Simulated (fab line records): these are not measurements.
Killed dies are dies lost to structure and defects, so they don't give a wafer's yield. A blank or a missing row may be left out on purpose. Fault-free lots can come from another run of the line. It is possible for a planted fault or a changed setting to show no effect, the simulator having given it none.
Lot-split experiment -- flow n5 finfet -- 21 wafers read across 7 lots, on a route 1938 steps long

== ABOUT THE SPLIT ==
At N5_BEOL_M7_HM_DEP_02 (deposits TiN, target thk 20 nm), the setting target thk a was moved away from the recipe's 200 angstrom on 4 of the 21 wafers read, by -9.7% to +11.2%. This setting was run at the recipe's value on the other wafers.

== FROM THE SPLIT TO THE READING: what the file shows between them, 4 steps ==
- N5_BEOL_M7_COAT_59: time 60 s, resist thk 100 nm
- N5_BEOL_M7_COAT_60: time 60 s, resist thk 35 nm
- N5_BEOL_M7_STRIP_68: strips in N2/H2
- N5_BEOL_M7_STRIP_67: strips in CF4

== THE READING ==
etch.depth nm (the simulator's own value, which no gauge read), in nm, at N5_BEOL_M7_HM_OPEN_17 (chemistry Cl2/BCl3, target TiN, target depth 20 nm, overetch 6 nm). There is no usual value for it anywhere in the file. The 17 wafers here that ran the recipe average 20.06 nm, standard deviation 0.21 nm.

wafer,"tool, chamber at the split","target thk a as run, angstrom",against the recipe,"etch.depth nm, nm",against lot-mates on the recipe
L078.1,"pvd sputter-02, -",200,recipe,19.53,-
L078.3,"pvd sputter-02, -",200,recipe,20.11,-
L078.5,"pvd sputter-02, -",200,recipe,20.14,-
L077.1,"pvd sputter-03, -",212.3,+6.2%,21.22,+1.42
L077.3,"pvd sputter-03, -",200,recipe,19.8,-
L077.6,"pvd sputter-03, -",212.3,+6.2%,20.99,+1.19
L079.1,"pvd sputter-01, -",200,recipe,20.15,-
L079.4,"pvd sputter-01, -",200,recipe,20.31,-
L079.5,"pvd sputter-01, -",200,recipe,20.28,-
L088.1,"pvd sputter-03, -",200,recipe,19.88,-
L088.2,"pvd sputter-03, -",200,recipe,20.17,-
L088.5,"pvd sputter-03, -",200,recipe,19.79,-
L089.3,"pvd sputter-03, -",200,recipe,19.96,-
L089.4,"pvd sputter-03, -",200,recipe,20.25,-
L089.5,"pvd sputter-03, -",180.6,-9.7%,18.21,-1.89
L090.1,"pvd sputter-01, -",200,recipe,20,-
L090.5,"pvd sputter-01, -",200,recipe,20.28,-
L090.6,"pvd sputter-01, -",222.3,+11.2%,22.4,+2.26
L097.3,"pvd sputter-02, -",200,recipe,20.18,-
L097.4,"pvd sputter-02, -",200,recipe,19.93,-
L097.5,"pvd sputter-02, -",200,recipe,20.26,-

THE FIT
A straight line over all 21 wafers: etch.depth nm changes by +0.194 nm for each +1% of target thk a; r = +0.96; the points scatter about the line by 0.21 nm.
The same after taking each lot's own level away (the mean of its wafers on the recipe; 21 wafers): +0.202 nm for each +1%; r = +0.98; scatter 0.16 nm.
The reading moves by 2.3 nm for the largest change in target thk a, on that fit.
Measured against the standard deviation above, the lots' own levels, which go from 19.800 to 20.247 nm, span 2.1 times it.
So the lot-to-lot level changes the slope little: the two slopes agree.
Check: +2.27 nm against its lot-mates is what the line predicts for one of the wafers moved furthest among these (+11.2%) when that wafer is left out of the fit. It came out at +2.26 nm against them.

== THE WHOLE CHAIN: every reading that the file lists as answering this split, in the file's order ==
step,what it does,reading,change (the file's fit),r (the file's)
N5_BEOL_M7_HM_DEP_02,"deposits TiN, target thk 20 nm","TiN_of_BEOL_M7_HM_DEP_02.thk nm (the simulator's own value, which no gauge read)",+0.203 nm for each +1% of the setting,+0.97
N5_BEOL_M7_HM_OPEN_17,"chemistry Cl2/BCl3, target TiN, target depth 20 nm, overetch 6 nm","etch.depth nm (the simulator's own value, which no gauge read)",+0.201 nm for each +1% of the setting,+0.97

== THE FILE'S OWN FIT ==
etch.depth nm changes by +0.201 nm for each +1% of target thk a, r = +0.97.
